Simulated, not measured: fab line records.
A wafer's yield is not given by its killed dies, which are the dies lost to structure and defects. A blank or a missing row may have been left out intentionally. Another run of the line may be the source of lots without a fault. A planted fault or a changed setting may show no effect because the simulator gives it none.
What tool caused it? :: flow nand harc :: 24 lots with 72 wafers sampled at 6 steps, on a route of 1159 steps

## WHAT THE GAUGES READ, wafer by wafer
NHARC_A_CONTACT_OVL_MEAS_70.
lot: L074
measured: day 16 12:44
on: overlay-01
overlay x nm (nm): -1.0 -1.9 -1.3
overlay y nm (nm): -1.6 -1.1 -1.2

lot: L075
measured: day 16 17:59
on: overlay-02
overlay x nm (nm): 0.4 0.5 0.2
overlay y nm (nm): 0.3 0.7 0.2

lot: L076
measured: day 16 19:49
on: overlay-01
overlay x nm (nm): -0.3 -0.1 -0.7
overlay y nm (nm): 0.0 0.7 0.3

lot: L079
measured: day 17 09:50
on: overlay-01
overlay x nm (nm): 0.2 0.7 0.5
overlay y nm (nm): -1.0 -1.5 -1.0

lot: L077
measured: day 17 12:19
on: overlay-01
overlay x nm (nm): -0.8 -0.6 -0.7
overlay y nm (nm): -0.2 0.0 0.4

lot: L078
measured: day 17 21:26
on: overlay-02
overlay x nm (nm): 0.9 1.1 0.7
overlay y nm (nm): -2.1 -2.2 -2.2

lot: L080
measured: day 18 09:22
on: overlay-01
overlay x nm (nm): -0.9 -0.7 -0.3
overlay y nm (nm): 0.4 0.5 0.3

lot: L082
measured: day 18 06:34
on: overlay-01
overlay x nm (nm): -0.2 -0.2 -0.4
overlay y nm (nm): -0.9 -1.2 -1.4

lot: L084
measured: day 18 20:37
on: overlay-02
overlay x nm (nm): 1.1 1.2 1.0
overlay y nm (nm): -1.4 -1.3 -1.2

lot: L081
measured: day 18 22:51
on: overlay-01
overlay x nm (nm): -0.2 -0.4 -0.8
overlay y nm (nm): -0.6 -0.9 -0.5

lot: L083
measured: day 19 00:52
on: overlay-01
overlay x nm (nm): -0.8 -0.2 -0.8
overlay y nm (nm): -0.4 -0.4 -0.1

lot: L087
measured: day 19 08:35
on: overlay-01
overlay x nm (nm): -0.6 -0.6 -1.5
overlay y nm (nm): 1.8 2.3 2.4

lot: L086
measured: day 19 08:46
on: overlay-02
overlay x nm (nm): -0.1 -0.3 -0.6
overlay y nm (nm): -1.2 -0.5 -0.6

lot: L085
measured: day 20 01:44
on: overlay-01
overlay x nm (nm): -0.7 -1.0 -1.0
overlay y nm (nm): 1.5 1.7 1.8

lot: L088
measured: day 20 02:55
on: overlay-02
overlay x nm (nm): 1.4 1.1 1.0
overlay y nm (nm): -0.4 -0.4 -0.3

lot: L089
measured: day 20 06:28
on: overlay-02
overlay x nm (nm): 0.0 0.1 -0.3
overlay y nm (nm): 0.2 0.0 -0.1

lot: L091
measured: day 20 09:50
on: overlay-02
overlay x nm (nm): -0.5 -0.4 -1.1
overlay y nm (nm): -0.5 -0.2 -0.4

lot: L090
measured: day 20 14:39
on: overlay-01
overlay x nm (nm): 0.4 0.4 0.4
overlay y nm (nm): 0.6 -0.4 0.4

lot: L092
measured: day 20 13:52
on: overlay-02
overlay x nm (nm): -0.4 0.1 -0.5
overlay y nm (nm): -0.4 0.0 -0.3

lot: L094
measured: day 21 21:29
on: overlay-01
overlay x nm (nm): 0.3 0.4 0.3
overlay y nm (nm): 0.7 0.1 0.1

lot: L093
measured: day 22 01:33
on: overlay-02
overlay x nm (nm): 0.8 0.5 0.5
overlay y nm (nm): -0.9 -1.0 -0.8

lot: L095
measured: day 21 17:13
on: overlay-01
overlay x nm (nm): 0.7 0.2 0.4
overlay y nm (nm): 0.3 0.8 1.3

lot: L096
measured: day 22 05:58
on: overlay-02
overlay x nm (nm): 0.1 0.8 -0.2
overlay y nm (nm): 0.0 0.4 0.9

lot: L097
measured: day 22 07:20
on: overlay-02
overlay x nm (nm): -1.2 -0.8 -0.7
overlay y nm (nm): 0.8 1.0 0.5

## EACH LOT AND THE TOOL THAT RAN IT (in order: tool; ch and the chambers of the sampled wafers; start)
lot: L074
NHARC_A_WL_FILL_ETCHBACK_04: rie metal-01 ch 0,1, day 14 18:09
NHARC_A_WL_FILL_ETCHBACK_16: rie diel-09 ch 0,1,3, day 16 05:16 or earlier
NHARC_A_CONTACT_ETCH_48: rie diel-08 ch 0,2,3, day 16 05:16
NHARC_A_CONTACT_ETCH_111: har cap etch-01 ch 0,1, day 16 06:27
NHARC_A_CONTACT_ETCH_120: har cap etch-01 ch 0,1, day 16 07:22

lot: L075
NHARC_A_WL_FILL_ETCHBACK_04: rie metal-01 ch 0,1, day 15 08:58
NHARC_A_WL_FILL_ETCHBACK_16: rie diel-12 ch 1,2, day 16 10:29 or earlier
NHARC_A_CONTACT_ETCH_48: rie diel-08 ch 0,1, day 16 10:29
NHARC_A_CONTACT_ETCH_111: har cap etch-02 ch 0,1, day 16 11:51
NHARC_A_CONTACT_ETCH_120: har cap etch-02 ch 0,1, day 16 12:47

lot: L076
NHARC_A_WL_FILL_ETCHBACK_04: rie metal-03 ch 0,1, day 15 09:05
NHARC_A_WL_FILL_ETCHBACK_16: rie diel-05 ch 1,3, day 16 10:49 or earlier
NHARC_A_CONTACT_ETCH_48: rie diel-08 ch 0,3, day 16 10:49
NHARC_A_CONTACT_ETCH_111: har cap etch-01 ch 0,1, day 16 12:22
NHARC_A_CONTACT_ETCH_120: har cap etch-01 ch 0,1, day 16 13:18

lot: L079
NHARC_A_WL_FILL_ETCHBACK_04: rie metal-02 ch 1, day 15 18:07
NHARC_A_WL_FILL_ETCHBACK_16: rie diel-05 ch 1,2, day 17 01:34 or earlier
NHARC_A_CONTACT_ETCH_48: rie diel-13 ch 0,1,2, day 17 01:34
NHARC_A_CONTACT_ETCH_111: har cap etch-02 ch 0,1, day 17 02:44
NHARC_A_CONTACT_ETCH_120: har cap etch-02 ch 0,1, day 17 03:40

lot: L077
NHARC_A_WL_FILL_ETCHBACK_04: rie metal-01 ch 0,1, day 15 18:10
NHARC_A_WL_FILL_ETCHBACK_16: rie diel-09 ch 0,1, day 17 02:37 or earlier
NHARC_A_CONTACT_ETCH_48: rie diel-07 ch 0,2, day 17 02:37
NHARC_A_CONTACT_ETCH_111: har cap etch-01 ch 0,1, day 17 03:48
NHARC_A_CONTACT_ETCH_120: har cap etch-01 ch 0,1, day 17 04:43

lot: L078
NHARC_A_WL_FILL_ETCHBACK_04: rie metal-03 ch 0,1, day 16 08:53
NHARC_A_WL_FILL_ETCHBACK_16: rie diel-09 ch 1,2,3, day 17 14:44 or earlier
NHARC_A_CONTACT_ETCH_48: rie diel-08 ch 0,1,3, day 17 14:44
NHARC_A_CONTACT_ETCH_111: har cap etch-03 ch 0,1, day 17 15:56
NHARC_A_CONTACT_ETCH_120: har cap etch-03 ch 0,1, day 17 16:50

lot: L080
NHARC_A_WL_FILL_ETCHBACK_04: rie metal-03 ch 0,1, day 16 14:52
NHARC_A_WL_FILL_ETCHBACK_16: rie diel-09 ch 0,1,3, day 18 02:37 or earlier
NHARC_A_CONTACT_ETCH_48: rie diel-08 ch 0,1,2, day 18 02:37
NHARC_A_CONTACT_ETCH_111: har cap etch-01 ch 0,1, day 18 03:47
NHARC_A_CONTACT_ETCH_120: har cap etch-01 ch 0,1, day 18 04:43

lot: L082
NHARC_A_WL_FILL_ETCHBACK_04: rie metal-02 ch 0,1, day 16 15:06
NHARC_A_WL_FILL_ETCHBACK_16: rie diel-05 ch 1,2,3, day 17 21:10 or earlier
NHARC_A_CONTACT_ETCH_48: rie diel-13 ch 0,2,3, day 17 21:10
NHARC_A_CONTACT_ETCH_111: har cap etch-02 ch 0,1, day 17 22:55
NHARC_A_CONTACT_ETCH_120: har cap etch-02 ch 0,1, day 17 23:47

lot: L084
NHARC_A_WL_FILL_ETCHBACK_04: rie metal-01 ch 0,1, day 17 11:01
NHARC_A_WL_FILL_ETCHBACK_16: rie diel-12 ch 1,3, day 18 13:50 or earlier
NHARC_A_CONTACT_ETCH_48: rie diel-13 ch 0,1,2, day 18 13:50
NHARC_A_CONTACT_ETCH_111: har cap etch-03 ch 1, day 18 15:02
NHARC_A_CONTACT_ETCH_120: har cap etch-03 ch 1, day 18 15:58

lot: L081
NHARC_A_WL_FILL_ETCHBACK_04: rie metal-03 ch 1, day 17 12:01
NHARC_A_WL_FILL_ETCHBACK_16: rie diel-05 ch 2,3, day 18 14:15 or earlier
NHARC_A_CONTACT_ETCH_48: rie diel-08 ch 0,2,3, day 18 14:15
NHARC_A_CONTACT_ETCH_111: har cap etch-02 ch 0,1, day 18 15:28
NHARC_A_CONTACT_ETCH_120: har cap etch-02 ch 0,1, day 18 16:40

lot: L083
NHARC_A_WL_FILL_ETCHBACK_04: rie metal-02 ch 0,1, day 17 14:51
NHARC_A_WL_FILL_ETCHBACK_16: rie diel-05 ch 1,2, day 18 17:41 or earlier
NHARC_A_CONTACT_ETCH_48: rie diel-13 ch 0,1,3, day 18 17:41
NHARC_A_CONTACT_ETCH_111: har cap etch-02 ch 0,1, day 18 18:59
NHARC_A_CONTACT_ETCH_120: har cap etch-02 ch 0,1, day 18 20:12

lot: L087
NHARC_A_WL_FILL_ETCHBACK_04: rie metal-01 ch 0,1, day 17 20:17
NHARC_A_WL_FILL_ETCHBACK_16: rie diel-12 ch 1,2, day 19 00:57 or earlier
NHARC_A_CONTACT_ETCH_48: rie diel-08 ch 2,3, day 19 00:57
NHARC_A_CONTACT_ETCH_111: har cap etch-02 ch 0,1, day 19 02:52
NHARC_A_CONTACT_ETCH_120: har cap etch-02 ch 0,1, day 19 03:47

lot: L086
NHARC_A_WL_FILL_ETCHBACK_04: rie metal-03 ch 0,1, day 17 22:04
NHARC_A_WL_FILL_ETCHBACK_16: rie diel-05 ch 1,3, day 19 00:42 or earlier
NHARC_A_CONTACT_ETCH_48: rie diel-07 ch 2,3, day 19 00:42
NHARC_A_CONTACT_ETCH_111: har cap etch-01 ch 0,1, day 19 03:15
NHARC_A_CONTACT_ETCH_120: har cap etch-01 ch 0,1, day 19 04:10

lot: L085
NHARC_A_WL_FILL_ETCHBACK_04: rie metal-01 ch 0,1, day 18 11:11
NHARC_A_WL_FILL_ETCHBACK_16: rie diel-12 ch 2,3, day 19 16:55 or earlier
NHARC_A_CONTACT_ETCH_48: rie diel-08 ch 1,3, day 19 16:55
NHARC_A_CONTACT_ETCH_111: har cap etch-03 ch 0,1, day 19 18:20
NHARC_A_CONTACT_ETCH_120: har cap etch-03 ch 0,1, day 19 19:15

lot: L088
NHARC_A_WL_FILL_ETCHBACK_04: rie metal-02 ch 0, day 18 15:25
NHARC_A_WL_FILL_ETCHBACK_16: rie diel-05 ch 0,2, day 19 17:32 or earlier
NHARC_A_CONTACT_ETCH_48: rie diel-13 ch 1,2,3, day 19 17:32
NHARC_A_CONTACT_ETCH_111: har cap etch-02 ch 0,1, day 19 18:45
NHARC_A_CONTACT_ETCH_120: har cap etch-02 ch 0,1, day 19 19:41

lot: L089
NHARC_A_WL_FILL_ETCHBACK_04: rie metal-01 ch 0,1, day 18 15:51
NHARC_A_WL_FILL_ETCHBACK_16: rie diel-12 ch 0,1,3, day 19 22:13 or earlier
NHARC_A_CONTACT_ETCH_48: rie diel-08 ch 0,3, day 19 22:13
NHARC_A_CONTACT_ETCH_111: har cap etch-02 ch 0,1, day 19 23:23
NHARC_A_CONTACT_ETCH_120: har cap etch-02 ch 0,1, day 20 00:19

lot: L091
NHARC_A_WL_FILL_ETCHBACK_04: rie metal-03 ch 1, day 18 23:05
NHARC_A_WL_FILL_ETCHBACK_16: rie diel-12 ch 1,2, day 20 01:14 or earlier
NHARC_A_CONTACT_ETCH_48: rie diel-08 ch 0,1,2, day 20 01:14
NHARC_A_CONTACT_ETCH_111: har cap etch-01 ch 1, day 20 02:50
NHARC_A_CONTACT_ETCH_120: har cap etch-01 ch 1, day 20 03:51

lot: L090
NHARC_A_WL_FILL_ETCHBACK_04: rie metal-02 ch 0,1, day 19 03:39
NHARC_A_WL_FILL_ETCHBACK_16: rie diel-09 ch 0,1, day 20 06:19 or earlier
NHARC_A_CONTACT_ETCH_48: rie diel-07 ch 1,2, day 20 06:19
NHARC_A_CONTACT_ETCH_111: har cap etch-03 ch 0,1, day 20 08:17
NHARC_A_CONTACT_ETCH_120: har cap etch-03 ch 0,1, day 20 09:11

lot: L092
NHARC_A_WL_FILL_ETCHBACK_04: rie metal-01 ch 0,1, day 19 04:01
NHARC_A_WL_FILL_ETCHBACK_16: rie diel-12 ch 1,3, day 20 05:53 or earlier
NHARC_A_CONTACT_ETCH_48: rie diel-07 ch 0,1, day 20 05:53
NHARC_A_CONTACT_ETCH_111: har cap etch-01 ch 0, day 20 07:40
NHARC_A_CONTACT_ETCH_120: har cap etch-01 ch 0, day 20 08:36

lot: L094
NHARC_A_WL_FILL_ETCHBACK_04: rie metal-02 ch 0,1, day 20 04:27
NHARC_A_WL_FILL_ETCHBACK_16: rie diel-12 ch 0,1,3, day 21 14:17 or earlier
NHARC_A_CONTACT_ETCH_48: rie diel-08 ch 0,3, day 21 14:17
NHARC_A_CONTACT_ETCH_111: har cap etch-02 ch 0,1, day 21 15:32
NHARC_A_CONTACT_ETCH_120: har cap etch-02 ch 0,1, day 21 16:27

lot: L093
NHARC_A_WL_FILL_ETCHBACK_04: rie metal-01 ch 0,1, day 20 04:56
NHARC_A_WL_FILL_ETCHBACK_16: rie diel-09 ch 1,2, day 21 17:33 or earlier
NHARC_A_CONTACT_ETCH_48: rie diel-08 ch 0,1,2, day 21 17:33
NHARC_A_CONTACT_ETCH_111: har cap etch-03 ch 0,1, day 21 19:08
NHARC_A_CONTACT_ETCH_120: har cap etch-03 ch 0,1, day 21 20:04

lot: L095
NHARC_A_WL_FILL_ETCHBACK_04: rie metal-01 ch 0,1, day 20 07:49
NHARC_A_WL_FILL_ETCHBACK_16: rie diel-12 ch 0,1,2, day 21 10:34 or earlier
NHARC_A_CONTACT_ETCH_48: rie diel-08 ch 1,2, day 21 10:34
NHARC_A_CONTACT_ETCH_111: har cap etch-03 ch 0,1, day 21 11:44
NHARC_A_CONTACT_ETCH_120: har cap etch-03 ch 0,1, day 21 12:40

lot: L096
NHARC_A_WL_FILL_ETCHBACK_04: rie metal-03 ch 0,1, day 20 11:21
NHARC_A_WL_FILL_ETCHBACK_16: rie diel-09 ch 0,2,3, day 21 23:11 or earlier
NHARC_A_CONTACT_ETCH_48: rie diel-07 ch 0,3, day 21 23:11
NHARC_A_CONTACT_ETCH_111: har cap etch-01 ch 0,1, day 22 00:34
NHARC_A_CONTACT_ETCH_120: har cap etch-01 ch 0,1, day 22 01:29

lot: L097
NHARC_A_WL_FILL_ETCHBACK_04: rie metal-01 ch 0,1, day 20 18:46
NHARC_A_WL_FILL_ETCHBACK_16: rie diel-09 ch 0,2, day 22 00:35 or earlier
NHARC_A_CONTACT_ETCH_48: rie diel-13 ch 2,3, day 22 00:35
NHARC_A_CONTACT_ETCH_111: har cap etch-02 ch 0,1, day 22 02:00
NHARC_A_CONTACT_ETCH_120: har cap etch-02 ch 0,1, day 22 02:54
- NHARC_A_WL_FILL_ETCHBACK_04: etches the open film in NF3, target depth 60 nm, time 120 s.
- NHARC_A_WL_FILL_ETCHBACK_16: etches the open film in C4F8/O2/Ar, target depth 88 nm, time 17.6 s.
- NHARC_A_CONTACT_ETCH_48: etches the open film in CF4, target depth 39 nm, time 65 s.
- NHARC_A_CONTACT_ETCH_111: etches the open film in C4F8/O2/Ar, time 140 s, target depth 700 nm.
- NHARC_A_CONTACT_ETCH_120: etches the open film in C4F8/O2/Ar, time 94 s, target depth 922 nm.

## WHAT THE TOOLS THEMSELVES READ (means of the sampled wafers that have a number; where no wafer has one, the mark that the record gives instead)
NHARC_A_WL_FILL_ETCHBACK_04.
lot: L074
tool: rie metal-01
drypump motor current A (A): 5.4
oes product au (a.u.): 0.998

lot: L075
tool: rie metal-01
drypump motor current A (A): 5.6
oes product au (a.u.): 1.008

lot: L076
tool: rie metal-03
drypump motor current A (A): 5.6
oes product au (a.u.): 0.994

lot: L079
tool: rie metal-02
drypump motor current A (A): 5.3
oes product au (a.u.): 1.015

lot: L077
tool: rie metal-01
drypump motor current A (A): 5.5
oes product au (a.u.): 1.003

lot: L078
tool: rie metal-03
drypump motor current A (A): 5.6
oes product au (a.u.): 0.997

lot: L080
tool: rie metal-03
drypump motor current A (A): 5.6
oes product au (a.u.): 0.997

lot: L082
tool: rie metal-02
drypump motor current A (A): 5.2
oes product au (a.u.): 1.002

lot: L084
tool: rie metal-01
drypump motor current A (A): 5.3
oes product au (a.u.): 0.997

lot: L081
tool: rie metal-03
drypump motor current A (A): 6.0
oes product au (a.u.): 0.981

lot: L083
tool: rie metal-02
drypump motor current A (A): 5.2
oes product au (a.u.): 1.004

lot: L087
tool: rie metal-01
drypump motor current A (A): 5.6
oes product au (a.u.): 0.993

lot: L086
tool: rie metal-03
drypump motor current A (A): 5.5
oes product au (a.u.): 0.985

lot: L085
tool: rie metal-01
drypump motor current A (A): 5.3
oes product au (a.u.): 0.997

lot: L088
tool: rie metal-02
drypump motor current A (A): 5.2
oes product au (a.u.): 0.999

lot: L089
tool: rie metal-01
drypump motor current A (A): 5.4
oes product au (a.u.): 0.999

lot: L091
tool: rie metal-03
drypump motor current A (A): 6.0
oes product au (a.u.): 0.980

lot: L090
tool: rie metal-02
drypump motor current A (A): 5.2
oes product au (a.u.): 1.008

lot: L092
tool: rie metal-01
drypump motor current A (A): 5.6
oes product au (a.u.): 0.995

lot: L094
tool: rie metal-02
drypump motor current A (A): 5.2
oes product au (a.u.): 1.021

lot: L093
tool: rie metal-01
drypump motor current A (A): 5.6
oes product au (a.u.): 1.008

lot: L095
tool: rie metal-01
drypump motor current A (A): 5.3
oes product au (a.u.): 0.990

lot: L096
tool: rie metal-03
drypump motor current A (A): 5.6
oes product au (a.u.): 0.992

lot: L097
tool: rie metal-01
drypump motor current A (A): 5.6
oes product au (a.u.): 0.999

NHARC_A_WL_FILL_ETCHBACK_16.
lot: L074
tool: rie diel-09
oes product au (a.u.): 0.999
rf vpp V (V): 725

lot: L075
tool: rie diel-12
oes product au (a.u.): 0.926
rf vpp V (V): 728

lot: L076
tool: rie diel-05
oes product au (a.u.): 0.996
rf vpp V (V): 727

lot: L079
tool: rie diel-05
oes product au (a.u.): 0.993
rf vpp V (V): 724

lot: L077
tool: rie diel-09
oes product au (a.u.): 0.997
rf vpp V (V): 725

lot: L078
tool: rie diel-09
oes product au (a.u.): 0.999
rf vpp V (V): 722

lot: L080
tool: rie diel-09
oes product au (a.u.): 0.960
rf vpp V (V): 724

lot: L082
tool: rie diel-05
oes product au (a.u.): 0.990
rf vpp V (V): 725

lot: L084
tool: rie diel-12
oes product au (a.u.): 1.001
rf vpp V (V): 729

lot: L081
tool: rie diel-05
oes product au (a.u.): 0.982
rf vpp V (V): 723

lot: L083
tool: rie diel-05
oes product au (a.u.): 0.995
rf vpp V (V): 727

lot: L087
tool: rie diel-12
oes product au (a.u.): 0.980
rf vpp V (V): 728

lot: L086
tool: rie diel-05
oes product au (a.u.): 0.977
rf vpp V (V): 726

lot: L085
tool: rie diel-12
oes product au (a.u.): 0.996
rf vpp V (V): 726

lot: L088
tool: rie diel-05
oes product au (a.u.): 0.993
rf vpp V (V): 726

lot: L089
tool: rie diel-12
oes product au (a.u.): 1.003
rf vpp V (V): 729

lot: L091
tool: rie diel-12
oes product au (a.u.): 0.974
rf vpp V (V): 727

lot: L090
tool: rie diel-09
oes product au (a.u.): 1.025
rf vpp V (V): 722

lot: L092
tool: rie diel-12
oes product au (a.u.): 0.998
rf vpp V (V): 727

lot: L094
tool: rie diel-12
oes product au (a.u.): 1.002
rf vpp V (V): 728

lot: L093
tool: rie diel-09
oes product au (a.u.): 1.011
rf vpp V (V): 717

lot: L095
tool: rie diel-12
oes product au (a.u.): 0.994
rf vpp V (V): 729

lot: L096
tool: rie diel-09
oes product au (a.u.): 0.995
rf vpp V (V): 725

lot: L097
tool: rie diel-09
oes product au (a.u.): 1.000
rf vpp V (V): 724

NHARC_A_CONTACT_ETCH_48.
lot: L074
tool: rie diel-08
drypump motor current A (A): 5.4
oes product au (a.u.): 0.996
rf vpp V (V): 151.3
showerhead plenum p Torr (Torr): 1.82
throttle valve pct (%): 13.293

lot: L075
tool: rie diel-08
drypump motor current A (A): 5.8
oes product au (a.u.): 0.994
rf vpp V (V): 151.9
showerhead plenum p Torr (Torr): 1.78
throttle valve pct (%): 13.278

lot: L076
tool: rie diel-08
drypump motor current A (A): 5.6
oes product au (a.u.): 0.988
rf vpp V (V): 150.8
showerhead plenum p Torr (Torr): 1.82
throttle valve pct (%): 13.289

lot: L079
tool: rie diel-13
drypump motor current A (A): 5.8
oes product au (a.u.): 0.989
rf vpp V (V): 152.7
showerhead plenum p Torr (Torr): 1.80
throttle valve pct (%): 13.275

lot: L077
tool: rie diel-07
drypump motor current A (A): 6.0
oes product au (a.u.): 0.992
rf vpp V (V): 152.6
showerhead plenum p Torr (Torr): 1.88
throttle valve pct (%): 13.280

lot: L078
tool: rie diel-08
drypump motor current A (A): 5.7
oes product au (a.u.): 0.999
rf vpp V (V): 151.2
showerhead plenum p Torr (Torr): 1.81
throttle valve pct (%): 13.279

lot: L080
tool: rie diel-08
drypump motor current A (A): 5.5
oes product au (a.u.): 0.989
rf vpp V (V): 151.9
showerhead plenum p Torr (Torr): 1.78
throttle valve pct (%): 13.278

lot: L082
tool: rie diel-13
drypump motor current A (A): 5.6
oes product au (a.u.): 0.990
rf vpp V (V): 151.8
showerhead plenum p Torr (Torr): 1.75
throttle valve pct (%): 13.291

lot: L084
tool: rie diel-13
drypump motor current A (A): 5.8
oes product au (a.u.): 0.987
rf vpp V (V): 151.3
showerhead plenum p Torr (Torr): 1.79
throttle valve pct (%): 13.290

lot: L081
tool: rie diel-08
drypump motor current A (A): 5.4
oes product au (a.u.): 0.991
rf vpp V (V): 151.9
showerhead plenum p Torr (Torr): 1.82
throttle valve pct (%): 13.287

lot: L083
tool: rie diel-13
drypump motor current A (A): 5.8
oes product au (a.u.): 0.992
rf vpp V (V): 150.4
showerhead plenum p Torr (Torr): 1.76
throttle valve pct (%): 13.289

lot: L087
tool: rie diel-08
drypump motor current A (A): 5.3
oes product au (a.u.): 1.013
rf vpp V (V): 151.9
showerhead plenum p Torr (Torr): 1.84
throttle valve pct (%): 13.284

lot: L086
tool: rie diel-07
drypump motor current A (A): 6.1
oes product au (a.u.): 0.996
rf vpp V (V): 152.2
showerhead plenum p Torr (Torr): 1.86
throttle valve pct (%): 13.282

lot: L085
tool: rie diel-08
drypump motor current A (A): 5.6
oes product au (a.u.): 1.012
rf vpp V (V): 151.4
showerhead plenum p Torr (Torr): 1.84
throttle valve pct (%): 13.279

lot: L088
tool: rie diel-13
drypump motor current A (A): 5.6
oes product au (a.u.): 0.989
rf vpp V (V): 149.8
showerhead plenum p Torr (Torr): 1.71
throttle valve pct (%): 13.283

lot: L089
tool: rie diel-08
drypump motor current A (A): 5.5
oes product au (a.u.): 0.997
rf vpp V (V): 151.3
showerhead plenum p Torr (Torr): 1.82
throttle valve pct (%): 13.278

lot: L091
tool: rie diel-08
drypump motor current A (A): 5.6
oes product au (a.u.): 0.989
rf vpp V (V): 151.7
showerhead plenum p Torr (Torr): 1.77
throttle valve pct (%): 13.290

lot: L090
tool: rie diel-07
drypump motor current A (A): 6.0
oes product au (a.u.): 0.985
rf vpp V (V): 151.7
showerhead plenum p Torr (Torr): 1.81
throttle valve pct (%): 13.286

lot: L092
tool: rie diel-07
drypump motor current A (A): 5.5
oes product au (a.u.): 0.990
rf vpp V (V): 152.2
showerhead plenum p Torr (Torr): 1.82
throttle valve pct (%): 13.288

lot: L094
tool: rie diel-08
drypump motor current A (A): 5.5
oes product au (a.u.): 0.997
rf vpp V (V): 152.7
showerhead plenum p Torr (Torr): 1.85
throttle valve pct (%): 13.279

lot: L093
tool: rie diel-08
drypump motor current A (A): 5.5
oes product au (a.u.): 1.009
rf vpp V (V): 151.3
showerhead plenum p Torr (Torr): 1.77
throttle valve pct (%): 13.285

lot: L095
tool: rie diel-08
drypump motor current A (A): 5.6
oes product au (a.u.): 1.001
rf vpp V (V): 150.5
showerhead plenum p Torr (Torr): 1.77
throttle valve pct (%): 13.277

lot: L096
tool: rie diel-07
drypump motor current A (A): 5.6
oes product au (a.u.): 0.995
rf vpp V (V): 152.0
showerhead plenum p Torr (Torr): 1.80
throttle valve pct (%): 13.282

lot: L097
tool: rie diel-13
drypump motor current A (A): 5.4
oes product au (a.u.): 0.992
rf vpp V (V): 151.2
showerhead plenum p Torr (Torr): 1.78
throttle valve pct (%): 13.293

## THE ANSWER, worked out from the rows above alone
Rule: the usual values come from the lots themselves. The widest of any qualifying gaps counts: lots, ordered by their means at a reading, are off when they make up no more than a third of the lots, leave a main group of 4 or more, and stand apart from it by 3 or more times the standard deviation of that group's means. A main group is skipped when, at the precision printed for the reading in the tables above, its means are all equal. Also off: a lot with no number at a reading for which 4 or more lots have one. All remaining lots with rows at the step are treated as sound. First the gauges in route order, then the tools' own readings, where a lot's mean is used as printed above. The first step at which some lot is off is used, and at that step the reading that is off furthest; a lot without a number counts as furthest.
None of the lots is off at any reading shown; this tells nothing.

## WHAT THE SIMULATOR PUT IN
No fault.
